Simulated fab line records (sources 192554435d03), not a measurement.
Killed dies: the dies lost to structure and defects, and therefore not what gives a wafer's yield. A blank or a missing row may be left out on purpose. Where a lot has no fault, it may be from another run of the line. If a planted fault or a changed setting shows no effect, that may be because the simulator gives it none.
Problem report, 8D (eight disciplines) form, completed by code	flow n5 finfet	the parts of the form that need people (team, actions taken, sign-off) are left out

== 1. WHAT IS WRONG ==
Wafers without a fault read 234 s, standard deviation 4.5; etch rf on time s at N5_PASSIVATION_VIA_ETCH_13 reads a mean of 172 s on 3 wafers belonging to 2 lots. Measured from the usual mean, that is -14 standard deviations.
The step: etches SiO2 in CHF3/O2, target depth 660 nm, time 330 s.
Seen first at day 14 21:15 on rie diel-02, wafer L483.2. The record has a number at this step for 29 wafers belonging to 10 lots. Rule for "out" (also "out of limits"): further than 4 standard deviations from the usual mean. The other wafers with a number count as sound.

== 2. WHAT IT IS, WHAT IT ISN'T ==
question	is	is not
which readings at this step	etch rf on time s	drypump motor current A, mfc ar sccm, oes product au, rf fwd power W, rf vpp V, showerhead plenum p Torr, throttle valve pct
which lots	L483, L484	L474, L475, L477, L485, L489, L493, L494, L495
which wafers of those lots	L483.2, L483.4, L484.4	L483.6, L484.3, L484.5
read on which tools	rie diel-01, rie diel-02	rie diel-03
when	from day 14 21:15	up to then (10 sound wafers); but 16 sound wafers of L484, L485, L489, L493, L494, L495 came after

== 3. SUSPECTS, AND WHAT RULES EACH OUT ==
Counting: a tool at a process step up to the reading stays a suspect if it ran every lot that is out. Sound lots after the first of them don't rule it out here, since some wafers of a struck lot are sound.
- rie metal-01 at N5_MIM_BOT_ETCH_ETCH_00 (etches TiN in Cl2/BCl3, target depth 45.5 nm): kept. It ran every lot that is out, first L483 (day 14 19:01); its last sound lot up to then is L477 (day 13 23:12).
- pecvd-03 at N5_PASSIVATION_PECVD_55 (deposits SiO2 from SiH4/N2O, target thk 400 nm, time 22.5 s): kept. It ran every lot that is out, first L483 (day 14 19:39); its last sound lot up to then is L477 (day 13 23:50).
- Within pecvd-03 at N5_PASSIVATION_PECVD_55: the wafers that are out ran in chamber 2; their sound lot-mates ran in chambers 0, 1.
What counting leaves: rie metal-01 at N5_MIM_BOT_ETCH_ETCH_00 and pecvd-03 at N5_PASSIVATION_PECVD_55.

== 4. THE CAUSE (what the simulator had put in) ==
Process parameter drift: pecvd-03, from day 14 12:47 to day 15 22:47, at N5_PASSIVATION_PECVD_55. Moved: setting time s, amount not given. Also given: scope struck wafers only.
2 suspects survive the count, and this tool is in that group.

== 5. THE CHAIN OF EFFECTS, in route order ==
One row per reading whose mean, taken over the struck wafers that have a number, lies over 3 standard deviations from the usual. Only readings for which the record gives a usual standard deviation are gone through. hours: the time from each lot's start at the first step in this table that gives one to its start at this step, as a median over the lots. sigmas: the change in usual standard deviations.
hours	step	reading	usual	on struck wafers	change	sigmas
0	N5_PASSIVATION_VIA_ETCH_13	etch rf on time s	234 s	172	-62	-14
Here are the process steps it includes:
- N5_PASSIVATION_VIA_ETCH_13: etches SiO2 in CHF3/O2, target depth 660 nm, time 330 s.
Readings that are blank on the struck wafers while sound wafers have them: rf fwd power W at N5_PASSIVATION_PECVD_55.

== 6. HOW IT WOULD HAVE BEEN CAUGHT EARLIER ==
The fault began at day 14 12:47; the first out-of-limits reading in this record came at day 14 21:15, 8 hours later.
Of the lots that are out (2), L484 began N5_PASSIVATION_PECVD_55 on pecvd-03 after day 14 21:15. Had the tool been put on hold then, it would have been spared.
